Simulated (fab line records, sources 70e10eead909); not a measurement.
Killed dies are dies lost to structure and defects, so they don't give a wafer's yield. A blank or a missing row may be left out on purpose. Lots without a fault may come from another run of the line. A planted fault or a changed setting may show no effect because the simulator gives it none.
fab line records | flow nand_harc
record lots=24 wafers=72 last_day=33
route steps=1302 shown A_SLIT@934 A_WL_FILL@959 A_CONTACT@1020
lots that met no fault: from a run of the same line without faults
start_h: hours from the record's first day to the start of the lot's first wafer shown | wait_h: hours since the lot's step before | " the same as in the row above | L1.1+2: a row that stands for several wafers | - no value, or no start given | * or withheld: withheld | < > ~ a bound
route shown NAME@n: a module of which the file shows steps, and the number in the route of the first | usual: mean/standard deviation of fault-free wafers | same: alike in all rows | chamber/n: place in a boat | sites: the reading at each site | _std_site: their standard deviation | _edge_site: outer sites' mean less inner sites' | radius_mm: how far each site lies from the wafer's centre | mask NAME#n: copy n | behind: the tool/chamber that last shaped the wafer | hold: why the lot was held/for how many hours/how that ended | device: the transistor (n, p or np) that didn't switch | end of line: the same wafers' tests at the end of the route | a step without rows: its recipe alone | killed: dies lost to structure and defects at the first sort, not the wafer's yield | map: a wafer's dies, x killed, . not, _ none there
set.NAME: the setting as run; set.NAME@STEP: as run at that earlier step | model.NAME: the simulator's own value behind a step, which no gauge read
steps of the route over a sample of lots; a table a step, a row a wafer
services: from which hour (start_h, from the record's first day; less than 0 if before it) a tool's chamber was out of use, for how many hours, and why
## steps
# step NHARC_A_SLIT_OVL_MEAS_10
# usual overlay_x_nm=0.0/0.77 overlay_y_nm=0.1/0.83
# columns lot.wafer tool chamber start_h wait_h overlay_x_nm overlay_y_nm
L074.2 overlay-01 - 451.53 - -0.9 -0.1
L074.3 " - " " -0.5 -0.5
L074.5 " - " " -0.4 -0.4
L075.2 overlay-02 - 452.72 - -0.6 0.5
L075.3 " - " " -1.5 1.0
L075.5 " - " " -0.9 0.4
L076.3 overlay-01 - 460.30 - -1.1 -0.7
L076.5 " - " " -1.7 -0.7
L076.6 " - " " -1.3 -0.4
L077.2 overlay-02 - 489.60 - 0.5 -1.2
L077.4 " - " " 0.8 -1.3
L077.6 " - " " 0.6 -0.8
L079.2 overlay-02 - 493.34 - -0.3 -1.3
L079.5 " - " " -1.6 -1.4
L079.6 " - " " -0.8 -1.1
L078.3 overlay-02 - 497.12 - -0.5 0.9
L078.4 " - " " -0.4 1.2
L078.5 " - " " -1.2 1.5
L080.3 overlay-02 - 512.75 - -0.1 0.6
L080.4 " - " " 0.9 0.7
L080.6 " - " " 0.4 0.6
L082.2 overlay-02 - 533.24 - 0.9 2.1
L082.4 " - " " 0.5 1.3
L082.5 " - " " 0.9 1.4
L081.2 overlay-01 - 533.92 - -0.1 -0.3
L081.4 " - " " -0.1 0.0
L081.6 " - " " -0.2 0.0
L084.3 overlay-01 - 539.56 - 0.7 -0.1
L084.4 " - " " 0.5 0.4
L084.6 " - " " 0.8 -0.1
L083.2 overlay-02 - 540.81 - 0.0 -0.4
L083.3 " - " " 0.1 -0.1
L083.4 " - " " 0.6 -0.3
L085.2 overlay-01 - 564.68 - 1.5 0.6
L085.3 " - " " 0.7 0.6
L085.5 " - " " 1.2 0.2
L086.4 overlay-01 - 566.74 - 0.4 -0.8
L086.5 " - " " 0.7 -0.4
L086.6 " - " " 0.2 -0.4
L088.2 overlay-02 - 583.10 - -0.7 0.3
L088.3 " - " " -1.1 0.4
L088.6 " - " " -0.9 0.7
L087.3 overlay-01 - 583.45 - 0.3 1.6
L087.4 " - " " -0.1 1.1
L087.6 " - " " 1.1 1.1
L089.2 overlay-02 - 589.08 - 0.0 -0.1
L089.3 " - " " 0.9 0.6
L089.4 " - " " -0.2 0.3
L091.3 overlay-02 - 613.96 - 0.7 1.3
L091.4 " - " " 0.8 1.2
L091.5 " - " " 0.8 1.6
L090.4 overlay-02 - 615.39 - -0.8 -0.3
L090.5 " - " " -1.3 -0.2
L090.6 " - " " -1.0 -0.1
L093.1 overlay-01 - 631.43 - -0.8 -1.9
L093.5 " - " " -1.5 -1.1
L093.6 " - " " -0.5 -1.4
L092.3 overlay-01 - 632.01 - -0.2 -0.1
L092.4 " - " " 0.2 -0.1
L092.5 " - " " -0.4 0.2
L094.1 overlay-01 - 640.98 - 1.0 0.3
L094.3 " - " " 0.9 0.9
L094.6 " - " " 1.1 0.2
L095.1 overlay-01 - 657.48 - 0.0 0.3
L095.4 " - " " -0.2 0.2
L095.5 " - " " -0.1 0.2
L097.1 overlay-02 - 664.94 - -0.8 0.3
L097.3 " - " " -0.4 0.5
L097.5 " - " " -0.5 0.3
L096.2 overlay-01 - 665.35 - 1.1 -0.9
L096.4 " - " " 0.5 -0.9
L096.5 " - " " 1.0 -0.4
# step NHARC_A_SLIT_DESCUM_14
# recipe time_s=3 o2_flow_sccm=200 ar_flow_sccm=0 bias_power_w=0 chemistry=O2
# usual drypump_motor_current_A=5.8/0.49 oes_product_au=1.001/0.012 rf_vpp_V=57.7/0.98 showerhead_plenum_p_Torr=1.88/0.077 throttle_valve_pct=11.312/0.0099
# same bias_power_w=0
# columns lot.wafer tool chamber start_h wait_h drypump_motor_current_A oes_product_au rf_hours_counter_h rf_vpp_V showerhead_plenum_p_Torr throttle_valve_pct
L074.3 rie_diel-01 1 451.63 0.1 6.2 0.999 3.7 58.0 1.84 11.295
L074.2 " 2 " " 4.9 1.001 3.2 57.9 1.89 11.292
L074.5 " 2 " " 4.9 1.007 - 58.7 1.89 11.324
L075.2 rie_diel-09 2 452.83 0.1 6.1 1.008 4.9 56.5 1.79 11.329
L075.3 " 3 " " 6.3 1.008 5.1 55.1 1.78 11.313
L075.5 " 0 " " 5.5 0.987 - 57.8 1.89 11.326
L076.3 rie_diel-02 0 460.40 0.1 5.4 1.004 2.3 57.6 1.86 11.317
L076.6 " 3 " " 5.3 1.023 - 59.3 2.01 11.301
L076.5 " 0 " " 5.4 1.018 - 59.0 1.86 11.304
L077.4 rie_diel-02 3 489.70 0.1 5.3 0.996 2.9 58.6 2.01 11.303
L077.2 " 2 " " 5.4 1.002 3.1 56.2 1.77 11.294
L077.6 " 0 " " 5.4 0.997 - 57.5 1.86 11.329
L079.2 rie_diel-02 0 493.45 0.1 5.4 0.986 5.0 57.9 1.86 11.310
L079.5 " 3 " " 5.3 1.013 - 59.1 2.01 11.304
L079.6 " 0 " " 5.4 0.994 - 57.5 1.86 11.324
L078.3 rie_diel-01 0 497.21 0.1 6.4 1.003 6.2 56.1 1.95 11.317
L078.4 " 1 " " 6.2 1.000 5.1 58.7 1.84 11.318
L078.5 " 0 " " 6.4 0.998 - 57.9 1.95 11.292
L080.3 rie_diel-02 0 512.86 0.1 5.5 1.003 6.3 56.7 1.86 11.314
L080.4 " 1 " " 6.3 1.004 5.8 56.9 1.85 11.312
L080.6 " 0 " " 5.5 0.985 - 56.8 1.86 11.316
L082.4 rie_diel-01 2 533.34 0.1 4.9 1.007 7.3 58.7 1.89 11.312
L082.2 " 0 " " 6.4 0.997 7.8 57.3 1.95 11.291
L082.5 " 2 " " 4.9 1.002 - 58.2 1.89 11.313
L081.4 rie_diel-02 3 534.03 0.1 5.2 1.011 6.8 58.7 2.00 11.303
L081.2 " 0 " " 5.4 0.993 7.4 58.2 1.86 11.320
L081.6 " 1 " " 6.3 1.002 - 56.4 1.85 11.323
L084.4 rie_diel-09 3 539.67 0.1 6.3 1.001 1.0 56.9 1.78 11.322
L084.3 " 1 " " 6.3 0.988 1.3 58.2 2.02 11.301
L084.6 " 3 " " 6.3 0.999 - 57.3 1.78 11.301
L083.2 rie_diel-01 2 540.91 0.1 4.9 0.999 8.7 59.5 1.89 11.316
L083.4 " 0 " " 6.4 1.004 9.6 58.1 1.95 11.305
L083.3 " 1 " " 6.1 0.992 8.7 56.5 1.84 11.300
L085.3 rie_diel-09 2 564.78 0.1 6.1 1.011 3.1 56.1 1.79 11.300
L085.2 " 1 " " 6.3 0.981 3.0 56.8 2.02 11.319
L085.5 " 3 " " 6.3 0.991 - 57.4 1.78 11.319
L086.4 rie_diel-02 2 566.85 0.1 5.4 1.006 8.4 57.8 1.77 11.314
L086.6 " 0 " " 5.4 0.990 - 56.8 1.86 11.317
L086.5 " 1 " " 6.3 0.999 - 57.4 1.85 11.305
L088.2 rie_diel-01 1 583.20 0.1 6.2 1.003 1.7 57.8 1.83 11.327
L088.3 " 2 " " 4.9 1.021 1.1 59.1 1.89 11.317
L088.6 " 1 " " 6.2 1.010 - 56.5 1.83 11.317
L087.3 rie_diel-02 2 583.55 0.1 5.4 0.995 0.0 58.4 1.77 11.305
L087.4 " 3 " " 5.3 1.012 0.0 58.0 2.00 11.321
L087.6 " 1 " " 6.3 1.004 - 57.7 1.85 11.296
L089.2 rie_diel-02 0 589.19 0.1 5.4 0.986 1.0 57.9 1.86 11.287
L089.3 " 1 " " 6.3 1.009 0.6 58.3 1.84 11.307
L089.4 " 1 " " 6.3 1.017 - 56.8 1.84 11.303
L091.3 rie_diel-02 2 614.06 0.1 5.4 0.993 1.5 56.9 1.77 11.327
L091.4 " 1 " " 6.3 1.008 2.5 57.9 1.84 11.300
L091.5 " 2 " " 5.4 1.000 - 55.0 1.77 11.320
L090.4 rie_diel-01 0 615.51 0.1 6.4 0.997 3.4 57.3 1.95 11.318
L090.5 " 1 " " 6.1 0.995 - 58.1 1.83 11.313
L090.6 " 2 " " 4.9 1.020 - 57.8 1.89 11.302
L093.1 rie_diel-01 3 631.53 0.1 5.8 1.003 4.8 57.5 1.92 11.330
L093.5 " 3 " " 5.8 0.999 - 58.2 1.92 11.318
L093.6 " 0 " " 6.4 1.010 - 59.9 1.95 11.316
L092.4 rie_diel-02 2 632.11 0.1 5.4 1.003 2.9 58.1 1.77 11.312
L092.3 " 3 " " 5.3 1.014 3.9 59.0 2.00 11.336
L092.5 " 1 " " 6.3 1.016 - 56.4 1.84 11.301
L094.1 rie_diel-09 1 641.07 0.1 6.3 0.991 6.0 59.0 2.02 11.313
L094.3 " 3 " " 6.3 0.993 6.5 57.3 1.78 11.324
L094.6 " 1 " " 6.3 0.986 - 57.1 2.02 11.322
L095.4 rie_diel-09 1 657.58 0.1 6.3 0.991 7.0 57.3 2.02 11.327
L095.1 " 3 " " 6.3 0.989 7.1 56.3 1.78 11.316
L095.5 " 2 " " 6.1 1.001 - 56.8 1.78 11.309
L097.3 rie_diel-02 1 665.04 0.1 6.3 1.007 5.2 59.9 1.84 11.305
L097.1 " 2 " " 5.4 0.997 4.5 55.5 1.77 11.314
L097.5 " 2 " " 5.4 0.992 - 56.5 1.77 11.299
L096.4 rie_diel-01 1 665.45 0.1 6.2 0.997 7.0 56.4 1.83 11.315
L096.2 " 3 " " 5.8 1.002 6.9 58.6 1.92 11.311
L096.5 " 2 " " 4.9 1.010 - 55.6 1.89 11.304
# step NHARC_A_SLIT_ETCH_26
# recipe bias_v=400 source_w=2000 pressure_mtorr=25 time_s=90 ar_flow_sccm=375 c4f8_flow_sccm=41.7 o2_flow_sccm=83.3 target_depth_a=4000 chemistry=C4F8/O2/Ar
# usual drypump_motor_current_A=5.77/0.13 he_backside_leak_sccm=6.1/0.79 showerhead_plenum_p_Torr=3.75/0.17 throttle_valve_pct=27.621/0.0097
# columns lot.wafer tool chamber start_h wait_h drypump_motor_current_A he_backside_leak_sccm rf_hours_counter_h showerhead_plenum_p_Torr throttle_valve_pct
L074.2 har_etch-02 0 456.54 2.4 5.65 4.7 34 3.96 27.624
L074.3 " 1 " " 5.63 6.1 - 3.96 27.618
L074.5 " 0 " " 5.66 4.8 - 3.96 27.628
L075.2 har_etch-01 0 457.69 3.0 5.96 6.0 248 3.56 27.616
L075.3 " 0 " " 5.96 6.1 - 3.56 27.623
L075.5 " 0 " " 5.95 6.1 - 3.56 27.620
L076.3 har_etch-01 0 465.75 1.9 5.97 6.2 - 3.55 27.631
L076.5 " 0 " " 5.96 6.0 - 3.55 27.632
L076.6 " 1 " " 5.84 6.5 - 3.68 27.611
L077.2 har_etch-01 1 494.62 3.1 5.83 6.5 271 3.67 27.627
L077.4 " 1 " " 5.83 6.6 - 3.68 27.613
L077.6 " 1 " " 5.85 6.8 - 3.68 27.630
L079.2 har_etch-02 0 498.27 3.0 5.68 4.8 61 3.94 27.633
L079.5 " 0 " " 5.68 4.9 - 3.94 27.631
L079.6 " 1 " " 5.62 5.9 - 3.94 27.613
L078.4 har_etch-01 1 502.18 1.9 5.85 6.6 - 3.67 27.614
L078.3 " 0 " " 5.95 6.4 - 3.54 27.620
L078.5 " 1 " " 5.84 6.4 - 3.67 27.606
L080.4 har_etch-02 1 517.81 1.9 5.63 6.3 - 3.94 27.617
L080.3 " 0 " " 5.65 4.7 - 3.94 27.623
L080.6 " 1 " " 5.66 6.2 - 3.94 27.631
L082.2 har_etch-02 0 538.24 2.4 5.70 4.8 80 3.93 27.612
L082.4 " 0 " " 5.68 5.0 - 3.93 27.617
L082.5 " 1 " " 5.65 6.2 - 3.93 27.612
L081.2 har_etch-01 0 538.87 3.0 5.96 6.5 294 3.53 27.622
L081.4 " 1 " " 5.82 7.0 - 3.66 27.620
L081.6 " 1 " " 5.82 6.9 - 3.66 27.630
L084.4 har_etch-02 0 546.30 1.9 5.66 4.9 - 3.93 27.620
L084.3 " 1 " " 5.63 6.3 - 3.93 27.624
L084.6 " 0 " " 5.68 4.9 - 3.93 27.626
L083.2 har_etch-01 0 546.88 3.0 5.94 6.5 301 3.53 27.612
L083.4 " 0 " " 5.95 6.5 - 3.53 27.605
L083.3 " 1 " " 5.81 6.3 - 3.66 27.605
L085.2 har_etch-02 0 569.73 2.5 5.68 4.8 99 3.92 27.631
L085.3 " 1 " " 5.62 6.4 - 3.92 27.611
L085.5 " 0 " " 5.69 4.7 - 3.92 27.626
L086.4 har_etch-01 1 571.76 1.9 5.82 6.5 - 3.65 27.615
L086.5 " 1 " " 5.83 6.6 - 3.65 27.624
L086.6 " 0 " " 5.96 6.4 - 3.52 27.617
L088.2 har_etch-01 0 588.37 3.0 5.96 6.4 324 3.52 27.618
L088.3 " 1 " " 5.87 6.5 - 3.65 27.639
L088.6 " 1 " " 5.85 6.5 - 3.65 27.623
L087.3 har_etch-02 1 591.10 1.9 5.62 6.1 - 3.91 27.636
L087.4 " 0 " " 5.67 5.0 - 3.91 27.601
L087.6 " 1 " " 5.63 6.0 - 3.91 27.617
L089.2 har_etch-01 1 594.30 2.4 5.83 6.7 328 3.64 27.618
L089.4 " 0 " " 5.95 6.6 - 3.51 27.606
L089.3 " 1 " " 5.83 6.4 - 3.64 27.625
L091.3 har_etch-01 1 619.03 1.9 5.80 7.0 - 3.64 27.619
L091.4 " 0 " " 5.96 6.7 - 3.51 27.621
L091.5 " 0 " " 5.95 6.7 - 3.51 27.621
L090.4 har_etch-02 1 620.92 1.3 5.62 6.1 - 3.90 27.630
L090.5 " 0 " " 5.67 4.8 - 3.90 27.622
L090.6 " 1 " " 5.65 6.3 - 3.90 27.627
L093.1 har_etch-01 1 636.51 3.1 5.84 7.0 351 3.63 27.623
L093.6 " 1 " " 5.83 7.0 - 3.63 27.619
L093.5 " 0 " " 5.94 6.7 - 3.50 27.618
L092.3 har_etch-02 1 638.72 1.8 5.62 6.4 - 3.90 27.598
L092.4 " 0 " " 5.66 5.1 - 3.90 27.623
L092.5 " 1 " " 5.62 6.4 - 3.90 27.623
L094.1 har_etch-02 0 646.00 3.1 5.65 5.1 145 3.90 27.622
L094.3 " 0 " " 5.66 4.9 - 3.90 27.620
L094.6 " 1 " " 5.62 6.4 - 3.90 27.615
L095.1 har_etch-02 0 662.45 3.0 5.67 5.3 157 3.89 27.628
L095.4 " 1 " " 5.63 7.0 - 3.89 27.631
L095.5 " 0 " " 5.66 5.1 - 3.89 27.635
L097.1 har_etch-02 0 670.18 3.0 5.65 5.2 160 3.89 27.634
L097.3 " 0 " " 5.66 5.3 - 3.89 27.619
L097.5 " 1 " " 5.61 6.1 - 3.89 27.621
L096.2 har_etch-01 1 670.40 3.1 5.86 7.1 374 3.62 27.637
L096.4 " 1 " " 5.84 7.2 - 3.62 27.621
L096.5 " 0 " " 5.95 7.0 - 3.49 27.633
# step NHARC_A_WL_FILL_STRIP_27
# recipe power_w=1500 temp_c=250 time_s=20 chemistry=N2/H2
# usual drypump_motor_current_A=5.9/0.34 heater_power_w=326/21
# columns lot.wafer tool chamber start_h wait_h drypump_motor_current_A heater_power_w rf_hours_counter_h
L075.2 plasma_asher-01 0 466.34 0.2 5.2 322 23
L075.3 " 1 " " 6.1 289 -
L075.5 " 0 " " 5.2 318 -
L074.2 plasma_asher-02 0 466.61 0.1 5.8 344 8
L074.3 " 1 " " 6.1 358 -
L074.5 " 0 " " 5.8 335 -
L076.3 plasma_asher-02 0 477.25 0.1 5.8 343 -
L076.5 " 0 " " 5.8 349 -
L076.6 " 1 " " 6.1 345 -
L077.2 plasma_asher-02 1 504.50 0.1 6.2 352 14
L077.4 " 0 " " 5.8 347 -
L077.6 " 0 " " 5.8 344 -
L079.2 plasma_asher-01 0 509.69 0.1 5.2 308 30
L079.5 " 0 " " 5.2 316 -
L079.6 " 1 " " 6.2 288 -
L078.4 plasma_asher-02 0 516.64 0.1 5.8 344 -
L078.3 " 1 " " 6.2 341 -
L078.5 " 0 " " 5.9 349 -
L080.3 plasma_asher-02 0 528.63 0.1 5.8 334 -
L080.4 " 1 " " 6.2 349 -
L080.6 " 0 " " 5.9 337 -
L081.2 plasma_asher-02 1 548.14 0.1 6.2 345 25
L081.4 " 0 " " 5.8 350 -
L081.6 " 1 " " 6.2 362 -
L082.2 plasma_asher-02 0 548.45 0.1 5.8 342 25
L082.4 " 1 " " 6.2 350 -
L082.5 " 1 " " 6.1 345 -
L084.3 plasma_asher-01 1 556.07 0.1 6.2 292 -
L084.4 " 0 " " 5.2 327 -
L084.6 " 1 " " 6.2 292 -
L083.2 plasma_asher-02 1 556.34 0.1 6.2 348 26
L083.3 " 1 " " 6.2 351 -
L083.4 " 0 " " 5.9 339 -
L085.2 plasma_asher-02 0 579.78 0.1 5.8 350 31
L085.3 " 0 " " 5.8 338 -
L085.5 " 1 " " 6.2 346 -
L086.4 plasma_asher-01 1 581.83 0.2 6.2 293 -
L086.6 " 0 " " 5.2 321 -
L086.5 " 1 " " 6.1 297 -
L088.2 plasma_asher-02 1 598.59 0.2 6.1 347 35
L088.3 " 0 " " 5.8 344 -
L088.6 " 0 " " 5.8 342 -
L087.3 plasma_asher-01 0 601.09 0.1 5.2 315 -
L087.4 " 1 " " 6.1 295 -
L087.6 " 0 " " 5.2 318 -
L089.2 plasma_asher-01 1 604.26 0.2 6.2 300 16
L089.3 " 1 " " 6.1 298 -
L089.4 " 0 " " 5.2 326 -
L091.3 plasma_asher-01 0 628.76 0.1 5.2 319 -
L091.4 " 1 " " 6.1 293 -
L091.5 " 1 " " 6.1 290 -
L090.4 plasma_asher-02 0 630.73 0.2 5.8 331 -
L090.5 " 1 " " 6.2 301 -
L090.6 " 0 " " 5.8 329 -
L093.1 plasma_asher-02 0 646.24 0.1 5.8 326 7
L093.6 " 0 " " 5.8 335 -
L093.5 " 1 " " 6.1 302 -
L092.4 plasma_asher-01 1 648.55 0.1 6.1 292 -
L092.3 " 0 " " 5.2 337 -
L092.5 " 1 " " 6.2 292 -
L094.1 plasma_asher-02 0 656.74 0.1 5.8 339 9
L094.3 " 1 " " 6.1 305 -
L094.6 " 0 " " 5.8 329 -
L095.1 plasma_asher-02 0 672.26 0.1 5.9 335 12
L095.4 " 1 " " 6.1 304 -
L095.5 " 0 " " 5.8 332 -
L097.1 plasma_asher-02 0 680.06 0.1 5.9 329 13
L097.3 " 1 " " 6.1 316 -
L097.5 " 0 " " 5.8 332 -
L096.2 plasma_asher-02 1 680.19 0.2 6.1 308 13
L096.4 " 0 " " 5.8 337 -
L096.5 " 1 " " 6.1 312 -
# step NHARC_A_WL_FILL_STRIP_29
# recipe time_s=20 o2_flow_sccm=500 ar_flow_sccm=0 bias_w=0 chemistry=O2
# usual drypump_motor_current_A=5.8/0.4 oes_product_au=1.002/0.01 rf_vpp_V=58.0/0.95 showerhead_plenum_p_Torr=3.64/0.11 throttle_valve_pct=17.036/0.0089
# columns lot.wafer tool chamber start_h wait_h drypump_motor_current_A oes_product_au rf_hours_counter_h rf_vpp_V showerhead_plenum_p_Torr throttle_valve_pct
L075.3 rie_diel-06 2 477.68 0.1 6.0 0.993 5.0 57.4 3.65 17.029
L075.2 " 1 " " 5.9 0.992 4.9 57.5 3.43 17.047
L075.5 " 2 " " 6.0 0.992 - 58.8 3.66 17.027
L074.3 rie_diel-05 0 477.70 0.1 6.1 1.001 2.2 59.4 3.68 17.044
L074.2 " 1 " " 5.7 1.006 0.7 57.6 3.57 17.041
L074.5 " 2 " " 5.1 1.009 - 58.1 3.68 17.035
L076.3 rie_diel-04 3 489.62 0.1 6.1 0.986 7.0 57.1 3.66 17.041
L076.6 " 1 " " 5.4 1.008 - 57.3 3.71 17.033
L076.5 " 2 " " 5.2 1.002 - 58.4 3.77 17.038
L077.4 rie_diel-05 0 517.33 0.1 6.1 0.982 3.3 57.1 3.68 17.039
L077.2 " 2 " " 5.1 0.996 2.5 58.6 3.68 17.042
L077.6 " 1 " " 5.7 1.007 - 58.7 3.57 17.025
L079.2 rie_diel-04 3 519.12 0.1 6.1 0.997 8.3 58.2 3.66 17.039
L079.6 " 2 " " 5.2 1.006 - 57.5 3.77 17.039
L079.5 " 3 " " 6.2 0.997 - 58.6 3.66 17.053
L078.3 rie_diel-04 2 526.43 0.1 5.2 1.005 9.6 59.0 3.77 17.044
L078.4 " 3 " " 6.1 0.985 8.6 58.9 3.66 17.061
L078.5 " 2 " " 5.2 1.003 - 59.3 3.77 17.028
L080.3 rie_diel-05 2 538.29 0.1 5.1 0.996 3.3 58.4 3.68 17.033
L080.4 " 3 " " 5.9 0.989 4.0 58.8 3.68 17.027
L080.6 " 0 " " 6.1 0.992 - 59.1 3.68 17.037
L081.2 rie_diel-04 2 558.30 0.1 5.2 1.011 0.9 58.1 3.77 17.033
L081.4 " 0 " " 6.3 1.015 0.0 57.3 3.70 17.039
L081.6 " 1 " " 5.4 0.994 - 58.1 3.71 17.029
L082.4 rie_diel-05 3 558.31 0.1 5.9 0.988 4.1 58.4 3.68 17.035
L082.2 " 2 " " 5.0 0.992 3.6 58.3 3.68 17.024
L082.5 " 3 " " 5.9 0.992 - 59.8 3.68 17.041
L083.4 rie_diel-06 1 566.89 0.1 5.9 0.996 2.1 57.3 3.43 17.036
L083.3 " 2 " " 6.0 0.997 1.9 56.8 3.65 17.026
L083.2 " 3 " " 5.4 1.000 2.0 58.1 3.61 17.032
L084.3 rie_diel-05 1 567.01 0.1 5.7 1.026 3.7 56.1 3.57 17.035
L084.4 " 3 " " 5.9 0.993 4.5 57.2 3.68 17.034
L084.6 " 1 " " 5.7 1.017 - 57.6 3.57 17.043
L085.2 rie_diel-04 0 592.85 0.1 6.3 1.024 2.4 55.8 3.70 17.055
L085.3 " 2 " " 5.2 1.006 2.7 57.7 3.77 17.041
L085.5 " 0 " " 6.3 1.028 - 58.7 3.70 17.043
L086.4 rie_diel-04 1 596.05 0.1 5.3 0.990 2.9 58.4 3.71 17.032
L086.6 " 2 " " 5.2 1.008 - 57.9 3.77 17.024
L086.5 " 3 " " 6.1 1.000 - 58.8 3.66 17.028
L088.2 rie_diel-06 1 608.27 0.1 6.0 1.013 3.4 56.8 3.43 17.036
L088.3 " 2 " " 6.0 1.004 3.2 58.5 3.65 17.039
L088.6 " 2 " " 6.0 1.004 - 58.1 3.65 17.027
L087.3 rie_diel-04 3 611.53 0.1 6.1 1.012 3.6 57.7 3.66 17.046
L087.4 " 0 " " 6.3 1.023 2.8 58.1 3.70 17.038
L087.6 " 1 " " 5.4 0.987 - 57.8 3.71 17.021
L089.3 rie_diel-06 2 614.59 0.1 6.0 1.003 3.9 58.1 3.65 17.039
L089.2 " 3 " " 5.4 1.016 3.9 57.7 3.61 17.032
L089.4 " 3 " " 5.4 1.016 - 57.4 3.61 17.047
L091.4 rie_diel-06 2 638.35 0.1 6.0 0.995 4.8 59.2 3.65 17.035
L091.3 " 3 " " 5.3 1.000 4.8 57.9 3.61 17.043
L091.5 " 1 " " 6.0 1.005 - 57.8 3.42 17.029
L090.4 rie_diel-04 3 638.35 0.1 6.1 0.998 4.6 57.4 3.66 17.036
L090.5 " 0 " " 6.3 1.016 - 59.6 3.70 17.029
L090.6 " 1 " " 5.4 0.990 - 57.1 3.71 17.026
L093.1 rie_diel-06 0 656.72 0.1 5.8 0.990 4.0 59.3 3.36 17.039
L093.6 " 1 " " 6.0 1.006 - 58.6 3.42 17.054
L093.5 " 2 " " 6.0 1.001 - 57.4 3.65 17.014
L092.3 rie_diel-05 3 656.74 0.1 5.9 0.983 2.1 57.4 3.68 17.031
L092.4 " 0 " " 6.1 0.992 2.2 59.1 3.68 17.037
L092.5 " 3 " " 5.9 0.987 - 56.9 3.68 17.016
L094.3 rie_diel-04 1 669.43 0.1 5.4 0.993 7.8 56.9 3.71 17.030
L094.1 " 3 " " 6.1 1.004 8.1 57.7 3.66 17.037
L094.6 " 3 " " 6.2 0.997 - 58.3 3.66 17.032
L095.1 rie_diel-04 3 682.30 0.1 6.1 0.992 8.3 58.6 3.66 17.037
L095.4 " 1 " " 5.4 0.993 8.0 58.1 3.70 17.032
L095.5 " 0 " " 6.3 1.010 - 56.9 3.70 17.028
L096.4 rie_diel-06 1 692.13 0.1 5.9 1.009 0.3 57.9 3.42 17.053
L096.2 " 0 " " 5.8 1.012 0.2 56.6 3.36 17.035
L096.5 " 2 " " 6.0 1.016 - 58.8 3.65 17.039
L097.1 rie_diel-04 0 692.31 0.2 6.3 1.015 9.0 58.6 3.69 17.032
L097.3 " 1 " " 5.4 0.996 9.0 59.3 3.70 17.035
L097.5 " 1 " " 5.4 0.982 - 57.5 3.70 17.015
# step NHARC_A_CONTACT_CD_MEAS_53
# usual cd_nm=289.8/0.91
# columns lot.wafer tool chamber start_h wait_h cd_nm
L074.2 cd_sem-01 - 495.34 - 289.6
L074.3 " - " " 289.2
L074.5 " - " " 289.1
L075.2 cd_sem-03 - 499.45 - 290.9
L075.3 " - " " 291.4
L075.5 " - " " 290.0
L076.3 cd_sem-03 - 508.37 - 289.2
L076.5 " - " " 289.7
L076.6 " - " " 290.0
L077.2 cd_sem-03 - 535.61 - 288.6
L077.4 " - " " 288.6
L077.6 " - " " 289.0
L079.2 cd_sem-03 - 536.36 - 290.9
L079.5 " - " " 290.5
L079.6 " - " " 290.8
L078.3 cd_sem-01 - 543.87 - 288.7
L078.4 " - " " 289.0
L078.5 " - " " 288.6
L080.3 cd_sem-01 - 555.64 - 290.0
L080.4 " - " " 290.4
L080.6 " - " " 290.0
L082.2 cd_sem-02 - 577.55 - 289.2
L082.4 " - " " 288.0
L082.5 " - " " 289.7
L081.2 cd_sem-01 - 577.75 - 290.5
L081.4 " - " " 289.9
L081.6 " - " " 290.1
L083.2 cd_sem-03 - 584.45 - 289.4
L083.3 " - " " 288.6
L083.4 " - " " 288.3
L084.3 cd_sem-02 - 584.86 - 288.4
L084.4 " - " " 288.8
L084.6 " - " " 288.5
L085.2 cd_sem-02 - 610.17 - 290.5
L085.3 " - " " 290.8
L085.5 " - " " 289.9
L086.4 cd_sem-02 - 613.32 - 290.9
L086.5 " - " " 290.8
L086.6 " - " " 290.7
L088.2 cd_sem-03 - 630.40 - 290.1
L088.3 " - " " 290.4
L088.6 " - " " 289.5
L087.3 cd_sem-02 - 631.00 - 291.3
L087.4 " - " " 291.1
L087.6 " - " " 291.1
L089.2 cd_sem-03 - 633.00 - 290.0
L089.3 " - " " 290.2
L089.4 " - " " 289.5
L090.4 cd_sem-03 - 656.18 - 289.2
L090.5 " - " " 289.1
L090.6 " - " " 288.9
L091.3 cd_sem-02 - 657.40 - 289.0
L091.4 " - " " 289.8
L091.5 " - " " 289.2
L093.1 cd_sem-03 - 674.43 - 290.6
L093.5 " - " " 290.9
L093.6 " - " " 291.0
L092.3 cd_sem-03 - 676.02 - 288.4
L092.4 " - " " 287.7
L092.5 " - " " 288.4
L094.1 cd_sem-03 - 687.04 - 290.5
L094.3 " - " " 290.9
L094.6 " - " " 291.2
L095.1 cd_sem-01 - 700.21 - 289.6
L095.4 " - " " 289.9
L095.5 " - " " 290.3
L097.1 cd_sem-01 - 709.56 - 289.6
L097.3 " - " " 289.6
L097.5 " - " " 289.6
L096.2 cd_sem-02 - 710.88 - 290.1
L096.4 " - " " 290.8
L096.5 " - " " 290.3
## services
# columns tool chamber start_h hours kind
rie_diel-05 1 437.71 23.1 repair
rie_diel-05 2 442.72 6.1 repair
rie_diel-01 1 464.60 17.9 repair
rie_diel-06 - 484.20 9.0 pm
rie_diel-01 3 494.40 2.5 repair
plasma_asher-01 - 520.15 9.0 pm
rie_diel-04 - 531.90 9.0 pm
rie_diel-06 2 535.45 16.6 repair
rie_diel-01 0 541.97 4.3 repair
rie_diel-01 - 557.99 9.0 pm
rie_diel-02 - 570.70 9.0 pm
rie_diel-06 1 580.03 2.5 repair
rie_diel-02 2 588.96 2.0 repair
plasma_asher-01 - 590.30 2.9 repair
plasma_asher-02 - 603.21 9.0 pm
rie_diel-02 2 604.46 4.3 repair
rie_diel-06 0 609.37 13.0 repair
rie_diel-06 1 620.56 7.1 repair
rie_diel-04 2 655.70 23.7 repair
rie_diel-02 2 656.46 3.6 repair
rie_diel-06 - 661.21 9.0 pm
rie_diel-02 3 664.67 20.8 repair
rie_diel-01 3 668.97 14.9 repair
plasma_asher-01 - 678.82 6.5 repair
## key
fault none
